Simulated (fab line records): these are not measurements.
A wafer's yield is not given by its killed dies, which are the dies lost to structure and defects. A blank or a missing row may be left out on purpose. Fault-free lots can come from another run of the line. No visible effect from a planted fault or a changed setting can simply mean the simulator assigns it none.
A struck lot beside a sound one || flow n5 finfet || 22 out of 1938 route steps
Sound: wafers L859.3, L859.4, L859.6. Wafers struck: L851.1, L851.4, L851.5. The cause is named last.
At each step with rows: each side's tool, then ch and its chambers, then its first start. Under that, the readings that differ: sound wafers || struck wafers || difference of the means || sigmas: that difference in standard deviations of wafers without a fault.
alike: a reading whose means differ by less than 2 such deviations, as well as words and numbers matching on both sides. not compared: withheld readings; readings where some wafer has no value; bounds like >300 that might hide an equal value; numbers whose values overlap and for which the record gives no deviation.
Wherever a step has rows on one side only, a row that says differs or no value, or a row with sigmas, the two part there. When numbers do not overlap yet have no deviation, they are printed without sigmas and do not part them. A reading missing from all wafers of one side parts the sides only when that side holds two or more wafers.

first, 8 steps without rows for these wafers: N5_BEOL_M2_PRE_CLEAN_60 (time 15 s); N5_BEOL_M2_CO_CAP_55 (material Co, precursor CCTBA/H2, target thk 2 nm, time 102.1 s); N5_BEOL_M2_PRE_CLEAN_56 (time 15 s); N5_BEOL_M2_DEP_57 (deposits SiCN from 3MS/NH3, target thk 8 nm, time 14 s); N5_BEOL_M3_ILD_DEP_00 (deposits SiOC from DEMS/O2, target thk 79 nm, time 15.3 s); N5_BEOL_M3_PECVD_72 (deposits SiO2 from TEOS/O2, target thk 16 nm, time 18 s); N5_BEOL_M3_HM_DEP_02 (deposits TiN, target thk 20 nm); N5_BEOL_M3_COAT_61 (time 60 s, resist thk 60 nm).
N5_BEOL_M3_COAT_62: time 60 s, resist thk 12 nm.
  sound on litho track-01 ch 0, day 11 08:04; struck on litho track-02 ch 0, day 8 20:43
{"reading": "spin speed rpm (rpm)", "sound": "1499.9 1499.0 1499.2", "struck": "1467.7 1468.3 1466.0", "difference": -32.0, "sigmas": -36}
then, 9 steps without rows for these wafers: N5_BEOL_M3_COAT_73 (time 60 s, resist thk 5 nm); N5_BEOL_M3_COAT_05 (resist thk 30 nm); N5_BEOL_M3_EBR_07; N5_BEOL_M3_SOFTBAKE_06 (time 60 s); N5_BEOL_M3_EXPOSE_08 (exposes mask M3); N5_BEOL_M3_PEB_09 (peb time 60 s); N5_BEOL_M3_DEVELOP_10 (develop time 30 s); N5_BEOL_M3_DESCUM_16 (chemistry O2, time 7 s); N5_BEOL_M3_ETCH_74 (etches underlayer in N2/H2, target depth 6.5 nm, time 5.2 s).
N5_BEOL_M3_ETCH_63: etches SiARC in CF4, target depth 15.6 nm, time 26 s.
  sound on rie diel-05 ch 0,2, day 11 08:37; struck on rie diel-03 ch 1,2,3, day 8 21:20
{"reading": "model.etch.depth nm (nm)", "sound": "11.99 11.98 12.02", "struck": "12.19 12.16 12.17", "difference": "+0.18", "sigmas": ""}
  alike: drypump motor current A, etch rf on time s, oes product au, rf vpp V, showerhead plenum p Torr, throttle valve pct
  not compared: rf hours counter h
then, 1 step without rows for these wafers: N5_BEOL_M3_ETCH_64 (etches SOC in N2/H2, target depth 75 nm, overetch 15 nm, time 112.5 s).
N5_BEOL_M4_RC_MEAS_101:
  sound on prober-02 ch 0, day 12 06:06; struck on prober-01 ch 0, day 9 21:38
{"reading": "SS_N (mV/dec)", "sound": "70.3 70.4 70.7", "struck": "71.5 71.5 71.7", "difference": "+1.1", "sigmas": "+2"}
  alike: DIBL_N, DIBL_P, IOFF_N, IOFF_P, ION_N, ION_P, SS_P, VT_N, VT_P
-- here the record skips 4 days between the struck wafers' starts before and after, leaving off in module BEOL_M4 and picking up in module PASSIVATION (first step shown: number 1936 of the route) --
N5_PASSIVATION_PROBE_49:
  sound: prober-02 at day 16 05:01; struck: prober-01 at day 14 06:38
  alike: defect limited yield, killed_at_M0_to_M3, killed_at_M4_up, killed at contacts, killed at front end, killed at other, killed dies, killed open, killed short, sort_bin_5_function, sort_bin_6_memory, sort n pass, sort yield pct

## WHERE THEY PART
First at N5_BEOL_M3_COAT_62; last, within this record, at N5_BEOL_M4_RC_MEAS_101. Later steps at which nothing parts them and some readings are alike: N5_PASSIVATION_PROBE_49.

WHY: the cause the simulator had injected
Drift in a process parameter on litho track-02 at N5_BEOL_M3_COAT_62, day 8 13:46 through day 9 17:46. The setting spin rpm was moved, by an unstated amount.
